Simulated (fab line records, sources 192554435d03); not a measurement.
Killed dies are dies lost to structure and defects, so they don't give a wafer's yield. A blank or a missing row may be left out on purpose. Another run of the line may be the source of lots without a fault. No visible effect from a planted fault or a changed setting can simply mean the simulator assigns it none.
Chamber matching || flow n5Finfet || N5_BEOL_M6_DEP_56 on pecvd-02 has 3 sister chambers
The step deposits SiCN from 3MS/NH3, target thk 10 nm, time 17.5 s. 6 wafers are shown with their chamber, then 9 later ones without.

== WAFERS PAIRED WITH THEIR CHAMBERS ==
{"wafer": "L140.6", "chamber": 2, "showerheadPlenumPTorr (Torr)": 3.653, "throttleValvePct (%)": 9.1}
{"wafer": "L142.1", "chamber": 2, "showerheadPlenumPTorr (Torr)": 3.653, "throttleValvePct (%)": 8.9}
{"wafer": "L142.3", "chamber": 0, "showerheadPlenumPTorr (Torr)": 3.679, "throttleValvePct (%)": 9.6}
{"wafer": "L141.1", "chamber": 0, "showerheadPlenumPTorr (Torr)": 3.684, "throttleValvePct (%)": 9.6}
{"wafer": "L141.3", "chamber": 1, "showerheadPlenumPTorr (Torr)": 3.663, "throttleValvePct (%)": 8.7}
{"wafer": "L141.4", "chamber": 1, "showerheadPlenumPTorr (Torr)": 3.656, "throttleValvePct (%)": 9.1}

== WAFERS WITHOUT THEIR CHAMBER ==
{"wafer": "L147.4", "showerheadPlenumPTorr (Torr)": 3.679, "throttleValvePct (%)": 9.8}
{"wafer": "L147.5", "showerheadPlenumPTorr (Torr)": 3.653, "throttleValvePct (%)": 9.2}
{"wafer": "L147.6", "showerheadPlenumPTorr (Torr)": 3.665, "throttleValvePct (%)": 8.9}
{"wafer": "L146.3", "showerheadPlenumPTorr (Torr)": 3.657, "throttleValvePct (%)": 9.5}
{"wafer": "L146.4", "showerheadPlenumPTorr (Torr)": 3.650, "throttleValvePct (%)": 9.1}
{"wafer": "L146.6", "showerheadPlenumPTorr (Torr)": 3.658, "throttleValvePct (%)": 9.5}
{"wafer": "L149.1", "showerheadPlenumPTorr (Torr)": 3.651, "throttleValvePct (%)": 9.0}
{"wafer": "L149.4", "showerheadPlenumPTorr (Torr)": 3.653, "throttleValvePct (%)": 9.2}
{"wafer": "L149.5", "showerheadPlenumPTorr (Torr)": 3.676, "throttleValvePct (%)": 9.6}

== THE CHAMBER EACH PASSED THROUGH ==
{"wafer": "L147.4", "from the rows above": 0, "in truth": 0}
{"wafer": "L147.5", "from the rows above": "can't be placed: 2 or 1", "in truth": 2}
{"wafer": "L147.6", "from the rows above": "can't be placed: 1 or 2", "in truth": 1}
{"wafer": "L146.3", "from the rows above": "can't be placed: 2 or 1", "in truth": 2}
{"wafer": "L146.4", "from the rows above": "can't be placed: 2 or 1", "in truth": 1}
{"wafer": "L146.6", "from the rows above": "can't be placed: 2 or 1", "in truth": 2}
{"wafer": "L149.1", "from the rows above": "can't be placed: 2 or 1", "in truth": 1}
{"wafer": "L149.4", "from the rows above": "can't be placed: 2 or 1", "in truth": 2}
{"wafer": "L149.5", "from the rows above": 0, "in truth": 0}
2 of 9 placed correctly. From these rows, 7 cannot be placed; in 7 the true chamber is one of the candidates. 0 placed wrongly.
How it was worked out, from the rows above alone: a wafer's distance from a chamber is the root of the sum, over the readings, of the square of ((its reading less the chamber's mean) divided by the reading's scatter). If the next closest chamber is less than 2 further off than the closest, the wafer can't be placed; otherwise it belongs to the closest. Each chamber's mean is taken over the wafers shown for it. The scatter is the square root of a quotient: the sum, over the shown wafers, of each reading's squared deviation from its chamber's mean, divided by wafers minus chambers.
